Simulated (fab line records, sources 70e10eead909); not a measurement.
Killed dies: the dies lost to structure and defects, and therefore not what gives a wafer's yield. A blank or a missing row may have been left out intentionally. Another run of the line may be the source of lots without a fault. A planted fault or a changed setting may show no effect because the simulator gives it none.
A sampling plan put to the test + flow nandHarc + each of the 40 faults these records tell of, on one fab line, judged from the records of the lots it struck
The plan consists of the line's own looks: route steps at which the wafer is read by a gauge or an inspection but not changed. Where struck wafers have a number at a look and the file lists that look's usual mean and standard deviation on fault-free wafers, the look can be judged. Caught: a look later than the fault's first step finds the struck wafers' mean 4 or more of those standard deviations (sigma) from the usual mean. On the tool: the fault's steps, tested the same way using the tool's own readings. Another recipe on the struck wafers, or a record that is blank for them alone, also counts as caught.

THE FAULTS, as the simulator had put them in
1. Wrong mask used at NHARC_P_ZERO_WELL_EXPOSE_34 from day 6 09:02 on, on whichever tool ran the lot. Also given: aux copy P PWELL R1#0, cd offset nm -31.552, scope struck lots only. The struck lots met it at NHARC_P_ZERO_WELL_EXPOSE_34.
2. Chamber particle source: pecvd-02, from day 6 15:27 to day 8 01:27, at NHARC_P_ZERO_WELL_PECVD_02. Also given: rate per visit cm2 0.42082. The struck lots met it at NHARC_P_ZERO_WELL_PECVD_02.
3. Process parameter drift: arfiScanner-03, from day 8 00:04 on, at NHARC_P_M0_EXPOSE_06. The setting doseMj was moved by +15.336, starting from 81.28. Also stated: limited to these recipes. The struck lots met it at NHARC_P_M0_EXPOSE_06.
4. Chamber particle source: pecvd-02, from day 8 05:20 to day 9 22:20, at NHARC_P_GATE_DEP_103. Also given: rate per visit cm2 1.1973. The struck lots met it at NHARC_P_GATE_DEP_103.
5. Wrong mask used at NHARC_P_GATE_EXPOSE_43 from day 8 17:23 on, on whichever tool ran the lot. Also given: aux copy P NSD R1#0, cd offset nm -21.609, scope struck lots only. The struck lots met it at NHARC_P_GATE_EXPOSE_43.
6. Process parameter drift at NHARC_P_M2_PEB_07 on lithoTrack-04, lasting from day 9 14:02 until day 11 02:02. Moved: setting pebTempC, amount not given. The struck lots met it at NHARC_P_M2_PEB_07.
7. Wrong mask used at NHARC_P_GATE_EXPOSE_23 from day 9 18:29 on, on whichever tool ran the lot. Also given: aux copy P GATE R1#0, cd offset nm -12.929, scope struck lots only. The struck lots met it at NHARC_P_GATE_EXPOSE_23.
8. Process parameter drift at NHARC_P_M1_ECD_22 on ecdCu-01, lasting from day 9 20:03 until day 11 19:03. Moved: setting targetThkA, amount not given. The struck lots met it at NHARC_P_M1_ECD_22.
9. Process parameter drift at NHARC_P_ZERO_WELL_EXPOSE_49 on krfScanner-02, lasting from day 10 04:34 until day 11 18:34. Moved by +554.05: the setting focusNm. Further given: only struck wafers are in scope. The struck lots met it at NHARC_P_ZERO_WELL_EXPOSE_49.
10. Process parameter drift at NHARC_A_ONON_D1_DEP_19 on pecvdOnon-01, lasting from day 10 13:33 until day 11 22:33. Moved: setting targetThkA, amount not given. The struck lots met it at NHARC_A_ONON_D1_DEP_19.
11. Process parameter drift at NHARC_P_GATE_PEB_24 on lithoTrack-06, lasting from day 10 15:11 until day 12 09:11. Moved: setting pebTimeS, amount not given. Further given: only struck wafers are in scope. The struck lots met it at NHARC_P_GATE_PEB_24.
12. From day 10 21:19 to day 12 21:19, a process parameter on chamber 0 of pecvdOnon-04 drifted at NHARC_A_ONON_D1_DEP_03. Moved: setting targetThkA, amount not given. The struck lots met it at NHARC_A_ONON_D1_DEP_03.
13. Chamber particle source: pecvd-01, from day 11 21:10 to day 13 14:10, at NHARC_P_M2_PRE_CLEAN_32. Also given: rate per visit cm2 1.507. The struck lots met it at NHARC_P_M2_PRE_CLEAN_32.
14. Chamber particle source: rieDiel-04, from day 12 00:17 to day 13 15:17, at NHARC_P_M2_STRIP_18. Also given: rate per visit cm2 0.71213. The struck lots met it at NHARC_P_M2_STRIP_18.
15. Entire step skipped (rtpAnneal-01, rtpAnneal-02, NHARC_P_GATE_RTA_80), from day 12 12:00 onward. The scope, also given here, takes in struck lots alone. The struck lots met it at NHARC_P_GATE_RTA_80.
16. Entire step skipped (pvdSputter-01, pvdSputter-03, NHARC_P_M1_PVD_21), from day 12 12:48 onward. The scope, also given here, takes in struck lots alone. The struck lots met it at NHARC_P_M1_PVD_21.
17. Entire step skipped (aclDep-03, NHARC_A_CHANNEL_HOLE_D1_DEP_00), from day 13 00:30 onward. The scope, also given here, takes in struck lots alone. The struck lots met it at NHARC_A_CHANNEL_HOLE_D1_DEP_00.
18. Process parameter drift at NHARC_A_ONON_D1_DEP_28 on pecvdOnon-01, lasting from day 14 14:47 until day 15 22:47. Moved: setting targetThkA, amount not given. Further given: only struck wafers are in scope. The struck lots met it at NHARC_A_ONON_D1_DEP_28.
19. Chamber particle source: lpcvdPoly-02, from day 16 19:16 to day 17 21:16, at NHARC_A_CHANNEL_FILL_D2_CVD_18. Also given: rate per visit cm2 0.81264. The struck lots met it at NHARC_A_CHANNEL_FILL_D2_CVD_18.
20. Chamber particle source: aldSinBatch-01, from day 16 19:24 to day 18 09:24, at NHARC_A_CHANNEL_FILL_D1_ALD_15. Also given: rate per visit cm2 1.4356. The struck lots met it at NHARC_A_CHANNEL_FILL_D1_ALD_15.
21. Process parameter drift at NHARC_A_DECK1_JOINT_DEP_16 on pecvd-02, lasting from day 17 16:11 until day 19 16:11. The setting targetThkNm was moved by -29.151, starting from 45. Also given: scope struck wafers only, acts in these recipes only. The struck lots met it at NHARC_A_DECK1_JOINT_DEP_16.
22. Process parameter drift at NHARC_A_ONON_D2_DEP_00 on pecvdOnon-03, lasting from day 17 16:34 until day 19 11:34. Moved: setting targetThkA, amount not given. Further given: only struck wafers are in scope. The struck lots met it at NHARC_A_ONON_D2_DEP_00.
23. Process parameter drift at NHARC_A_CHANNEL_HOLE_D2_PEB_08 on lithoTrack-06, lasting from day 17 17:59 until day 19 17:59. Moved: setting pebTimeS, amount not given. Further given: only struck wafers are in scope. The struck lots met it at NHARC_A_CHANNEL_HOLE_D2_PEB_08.
24. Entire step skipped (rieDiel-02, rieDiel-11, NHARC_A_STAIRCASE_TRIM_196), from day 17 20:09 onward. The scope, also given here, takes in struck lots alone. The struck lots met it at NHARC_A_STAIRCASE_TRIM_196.
25. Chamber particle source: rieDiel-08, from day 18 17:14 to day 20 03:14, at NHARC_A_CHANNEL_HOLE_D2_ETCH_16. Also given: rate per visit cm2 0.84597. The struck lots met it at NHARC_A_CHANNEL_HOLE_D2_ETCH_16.
26. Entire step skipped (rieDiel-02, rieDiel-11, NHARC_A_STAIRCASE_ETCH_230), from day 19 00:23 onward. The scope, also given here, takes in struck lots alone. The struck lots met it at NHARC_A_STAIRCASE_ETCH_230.
27. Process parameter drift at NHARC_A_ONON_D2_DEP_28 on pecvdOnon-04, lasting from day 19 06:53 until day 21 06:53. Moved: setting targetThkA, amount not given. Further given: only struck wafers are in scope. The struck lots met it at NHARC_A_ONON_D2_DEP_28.
28. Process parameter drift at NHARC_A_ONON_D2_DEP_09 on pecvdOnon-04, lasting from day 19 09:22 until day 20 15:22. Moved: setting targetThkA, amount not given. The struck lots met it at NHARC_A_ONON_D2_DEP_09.
29. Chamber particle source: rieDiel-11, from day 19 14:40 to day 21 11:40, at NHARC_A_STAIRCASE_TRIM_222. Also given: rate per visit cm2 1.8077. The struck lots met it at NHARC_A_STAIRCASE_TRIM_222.
30. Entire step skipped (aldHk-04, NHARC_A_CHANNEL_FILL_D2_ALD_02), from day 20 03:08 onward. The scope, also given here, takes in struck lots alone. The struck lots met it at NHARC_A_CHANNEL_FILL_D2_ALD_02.
31. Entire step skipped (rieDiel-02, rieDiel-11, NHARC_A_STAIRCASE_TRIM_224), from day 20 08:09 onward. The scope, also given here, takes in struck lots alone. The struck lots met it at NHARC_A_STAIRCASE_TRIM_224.
32. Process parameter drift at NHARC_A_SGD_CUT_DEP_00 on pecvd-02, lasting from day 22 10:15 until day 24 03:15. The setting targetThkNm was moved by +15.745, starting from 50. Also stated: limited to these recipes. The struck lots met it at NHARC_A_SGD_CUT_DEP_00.
33. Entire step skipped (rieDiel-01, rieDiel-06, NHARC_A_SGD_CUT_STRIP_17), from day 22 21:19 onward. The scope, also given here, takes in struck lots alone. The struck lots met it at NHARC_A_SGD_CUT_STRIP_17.
34. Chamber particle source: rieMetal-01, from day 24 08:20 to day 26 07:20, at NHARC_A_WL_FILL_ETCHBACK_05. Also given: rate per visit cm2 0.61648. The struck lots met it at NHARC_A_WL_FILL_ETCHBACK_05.
35. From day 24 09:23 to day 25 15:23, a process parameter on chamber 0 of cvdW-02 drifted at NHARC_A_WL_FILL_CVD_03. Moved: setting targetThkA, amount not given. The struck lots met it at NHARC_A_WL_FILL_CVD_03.
36. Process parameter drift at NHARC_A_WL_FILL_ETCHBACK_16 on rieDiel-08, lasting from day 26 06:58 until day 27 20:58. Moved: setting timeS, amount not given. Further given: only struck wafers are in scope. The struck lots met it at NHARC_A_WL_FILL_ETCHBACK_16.
37. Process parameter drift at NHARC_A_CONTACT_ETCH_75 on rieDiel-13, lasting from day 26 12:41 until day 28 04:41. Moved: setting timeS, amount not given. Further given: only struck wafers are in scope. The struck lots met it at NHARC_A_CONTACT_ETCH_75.
38. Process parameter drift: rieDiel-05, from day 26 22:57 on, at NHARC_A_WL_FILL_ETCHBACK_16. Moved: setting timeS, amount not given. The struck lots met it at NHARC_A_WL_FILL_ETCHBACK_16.
39. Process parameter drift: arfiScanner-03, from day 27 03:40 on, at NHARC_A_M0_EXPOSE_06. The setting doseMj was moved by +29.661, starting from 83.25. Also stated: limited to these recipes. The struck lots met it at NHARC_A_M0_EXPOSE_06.
40. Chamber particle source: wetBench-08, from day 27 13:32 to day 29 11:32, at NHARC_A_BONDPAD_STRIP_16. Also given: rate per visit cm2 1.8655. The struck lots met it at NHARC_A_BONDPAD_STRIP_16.

WHAT THE PLAN SAW
| fault | on the tool itself                               | first look that catches it                   | reading, sigma                  | median hours from its first step to that look | hours from the fault's start to the first struck lot there | judged looks passed uncaught |
|-------|--------------------------------------------------|----------------------------------------------|---------------------------------|-----------------------------------------------|------------------------------------------------------------|------------------------------|
| 1     | under 2 sigma                                    | NHARC_P_ZERO_WELL_CD_MEAS_37                 | cdNm -13                        | 0.2                                           | 5                                                          | 0                            |
| 2     | no reading that can be judged                    | NHARC_P_ZERO_WELL_INSPECT_43                 | rawDefectCount +50              | 7.3                                           | 12                                                         | 0                            |
| 3     | exposureDoseMJCm2 +99 or beyond sigma            | NHARC_P_M0_CD_MEAS_09                        | cdNm +14                        | 0.1                                           | 3                                                          | 0                            |
| 4     | under 2 sigma                                    | NHARC_P_GATE_INSPECT_28                      | rawDefectCount +99 or beyond    | 0.7                                           | 13                                                         | 0                            |
| 5     | under 2 sigma                                    | NHARC_P_GATE_CD_MEAS_46                      | cdNm -10                        | 0.2                                           | 11                                                         | 0                            |
| 6     | plateTempC +35 sigma                             | NHARC_P_M2_CD_MEAS_09                        | cdNm +24                        | 0.1                                           | 10                                                         | 0                            |
| 7     | no reading that can be judged                    | NHARC_P_GATE_CD_MEAS_26                      | cdNm -21                        | 0.1                                           | 5                                                          | 0                            |
| 8     | under 2 sigma                                    | not the one look that can be judged after it | -                               | -                                             | -                                                          | 1                            |
| 9     | no reading that can be judged                    | NHARC_P_ZERO_WELL_CD_MEAS_52                 | cdNm +28                        | 0.2                                           | 5                                                          | 0                            |
| 10    | no reading that can be judged                    | NHARC_A_ONON_D1_THK_MEAS_21                  | thkNm -8.1                      | 0.5                                           | 13                                                         | 0                            |
| 11    | under 2 sigma                                    | NHARC_P_GATE_CD_MEAS_26                      | cdNm -10                        | 0.1                                           | 15                                                         | 0                            |
| 12    | under 2 sigma                                    | NHARC_A_ONON_D1_THK_MEAS_05                  | thkNm -42                       | 0.5                                           | 10                                                         | 0                            |
| 13    | under 2 sigma                                    | NHARC_END_SORT_01                            | killedAtPeriphery +30           | 430.0                                         | 445                                                        | 1                            |
| 14    | under 2 sigma                                    | NHARC_END_SORT_01                            | killedAtPeriphery +25           | 432.3                                         | 441                                                        | 1                            |
| 15    | the tool's record is blank for the struck wafers | NHARC_END_SORT_01                            | killedAtPeriphery +99 or beyond | 436.0                                         | 430                                                        | 0                            |
| 16    | the tool's record is blank for the struck wafers | NHARC_END_SORT_01                            | killedAtPeriphery +99 or beyond | 440.7                                         | 439                                                        | 0                            |
| 17    | the tool's record is blank for the struck wafers | NHARC_A_CHANNEL_HOLE_D1_INSPECT_40           | rawDefectCount +99 or beyond    | 9.8                                           | 16                                                         | 0                            |
| 18    | no reading that can be judged                    | NHARC_A_ONON_D1_THK_MEAS_30                  | thkNm +38                       | 0.5                                           | 5                                                          | 0                            |
| 19    | under 2 sigma                                    | NHARC_END_SORT_01                            | killedDies +6.6                 | 246.8                                         | 252                                                        | 0                            |
| 20    | under 2 sigma                                    | NHARC_END_SORT_01                            | killedAtArray +6.7              | 359.1                                         | 367                                                        | 0                            |
| 21    | under 2 sigma                                    | NHARC_A_DECK1_JOINT_THK_MEAS_17              | thkNm -26                       | 0.3                                           | 22                                                         | 0                            |
| 22    | under 2 sigma                                    | NHARC_A_ONON_D2_THK_MEAS_02                  | thkNm -27                       | 0.4                                           | 31                                                         | 0                            |
| 23    | heaterPowerTotalW +76 sigma                      | NHARC_A_CHANNEL_HOLE_D2_CD_MEAS_10           | cdNm -21                        | 0.1                                           | 7                                                          | 0                            |
| 24    | the tool's record is blank for the struck wafers | NHARC_END_SORT_01                            | killedAtArray +51               | 197.7                                         | 189                                                        | 0                            |
| 25    | under 2 sigma                                    | NHARC_A_CHANNEL_HOLE_D2_INSPECT_40           | rawDefectCount +6.2             | 7.4                                           | 22                                                         | 0                            |
| 26    | the tool's record is blank for the struck wafers | NHARC_END_SORT_01                            | killedDies +51                  | 204.7                                         | 208                                                        | 0                            |
| 27    | under 2 sigma                                    | NHARC_A_ONON_D2_THK_MEAS_30                  | thkNm -46                       | 0.5                                           | 5                                                          | 0                            |
| 28    | no reading that can be judged                    | NHARC_A_ONON_D2_THK_MEAS_11                  | thkNm +54                       | 0.5                                           | 9                                                          | 0                            |
| 29    | under 2 sigma                                    | NHARC_END_SORT_01                            | killedAtArray +4.6              | 209.7                                         | 224                                                        | 1                            |
| 30    | the tool's record is blank for the struck wafers | NHARC_END_WLT_00                             | VT_DECK2_MIDDLE +99 or beyond   | 260.4                                         | 262                                                        | 0                            |
| 31    | the tool's record is blank for the struck wafers | NHARC_END_SORT_01                            | killedAtArray +51               | 199.3                                         | 200                                                        | 0                            |
| 32    | under 2 sigma                                    | NHARC_END_SORT_01                            | killedDies +44                  | 124.2                                         | 126                                                        | 0                            |
| 33    | the tool's record is blank for the struck wafers | NHARC_END_SORT_01                            | killedDies +51                  | 124.3                                         | 124                                                        | 0                            |
| 34    | under 2 sigma                                    | NHARC_END_SORT_01                            | killedAtArray +4.2              | 119.6                                         | 134                                                        | 0                            |
| 35    | under 2 sigma                                    | NHARC_END_SORT_01                            | killedDies +10                  | 106.6                                         | 103                                                        | 0                            |
| 36    | runLengthS -40 sigma                             | NHARC_END_SORT_01                            | killedDies +51                  | 91.7                                          | 103                                                        | 0                            |
| 37    | runLengthS -38 sigma                             | NHARC_END_SORT_01                            | killedAtArray +9.8              | 59.9                                          | 62                                                         | 0                            |
| 38    | runLengthS -41 sigma                             | NHARC_END_SORT_01                            | killedAtArray +51               | 87.9                                          | 83                                                         | 0                            |
| 39    | exposureDoseMJCm2 +99 or beyond sigma            | NHARC_A_M0_CD_MEAS_09                        | cdNm +22                        | 0.1                                           | 4                                                          | 0                            |
| 40    | under 2 sigma                                    | NHARC_END_SORT_01                            | killedAtArray +7.0              | 31.4                                          | 33                                                         | 0                            |
Dash: fault not caught, or number not given in these records.

Caught at a look: 39 of 40. Caught on the tool: 15 of 40. By one or the other: 39 of 40.
Caught at a look alone: faults 1, 2, 4, 5, 7, 9, 10, 11, 12, 13, 14, 18, 19, 20, 21, 22, 25, 27, 28, 29, 32, 34, 35, 40.
Caught by neither: fault 8.

THINNER SAMPLING
If the look that catches a fault measured only every second or every third lot, by lot number, the first struck lot would be measured this late in the worst case:
| fault | struck lots at that look, in order of time | every lot | every second lot | every third lot |
|-------|--------------------------------------------|-----------|------------------|-----------------|
| 1     | L388                                       | 5 h       | may miss it      | may miss it     |
| 2     | L742, L744                                 | 12 h      | may miss all 2   | may miss all 2  |
| 3     | L883, L891                                 | 3 h       | may miss all 2   | may miss all 2  |
| 4     | L741, L742                                 | 13 h      | 28 h             | may miss all 2  |
| 5     | L718                                       | 11 h      | may miss it      | may miss it     |
| 6     | L504, L507                                 | 10 h      | 31 h             | may miss all 2  |
| 7     | L337                                       | 5 h       | may miss it      | may miss it     |
| 9     | L469, L470                                 | 5 h       | 16 h             | may miss all 2  |
| 10    | L275, L278                                 | 13 h      | 30 h             | may miss all 2  |
| 11    | L729, L731                                 | 15 h      | may miss all 2   | may miss all 2  |
| 12    | L116, L119                                 | 10 h      | 35 h             | may miss all 2  |
| 13    | L702, L701                                 | 445 h     | 455 h            | may miss all 2  |
| 14    | L444, L443                                 | 441 h     | 452 h            | may miss all 2  |
| 15    | L721, L722                                 | 430 h     | 457 h            | may miss all 2  |
| 16    | L676, L678                                 | 439 h     | may miss all 2   | may miss all 2  |
| 17    | L428, L429                                 | 16 h      | 47 h             | may miss all 2  |
| 18    | L451, L452, L454                           | 5 h       | 12 h             | may miss all 3  |
| 19    | L674, L673                                 | 252 h     | 261 h            | may miss all 2  |
| 20    | L994, L996                                 | 367 h     | may miss all 2   | may miss all 2  |
| 21    | L682, L681, L685                           | 22 h      | 24 h             | may miss all 3  |
| 22    | L274                                       | 31 h      | may miss it      | may miss it     |
| 23    | L935, L937                                 | 7 h       | may miss all 2   | may miss all 2  |
| 24    | L902, L905                                 | 189 h     | 227 h            | may miss all 2  |
| 25    | L885, L887                                 | 22 h      | may miss all 2   | may miss all 2  |
| 26    | L582, L584                                 | 208 h     | may miss all 2   | may miss all 2  |
| 27    | L453, L457                                 | 5 h       | may miss all 2   | may miss all 2  |
| 28    | L981, L982                                 | 9 h       | 17 h             | may miss all 2  |
| 29    | L724                                       | 224 h     | may miss it      | may miss it     |
| 30    | L968, L970                                 | 262 h     | may miss all 2   | may miss all 2  |
| 31    | L986, L987, L989                           | 200 h     | 210 h            | may miss all 3  |
| 32    | L658, L661, L663                           | 126 h     | 140 h            | may miss all 3  |
| 33    | L648, L649                                 | 124 h     | 129 h            | may miss all 2  |
| 34    | L690, L692                                 | 134 h     | may miss all 2   | may miss all 2  |
| 35    | L412, L411                                 | 103 h     | 128 h            | may miss all 2  |
| 36    | L217, L216, L218                           | 103 h     | 121 h            | 129 h           |
| 37    | L808, L812                                 | 62 h      | may miss all 2   | may miss all 2  |
| 38    | L641, L640                                 | 83 h      | 93 h             | may miss all 2  |
| 39    | L286, L293, L295                           | 4 h       | 65 h             | may miss all 3  |
| 40    | L222, L224                                 | 33 h      | may miss all 2   | may miss all 2  |
The hour figures run from when the fault began to the first measured lot among those it struck. 4 sigma limit: tested on the pooled struck wafers, so a lone lot may be under it. Other struck lots may not be in these records.

THE LONGEST TIMED WAY FROM STEP TO LOOK
Fault 16: the median time between NHARC_P_M1_PVD_21 and NHARC_END_SORT_01 is 440.7 hours. No look between them can be judged.
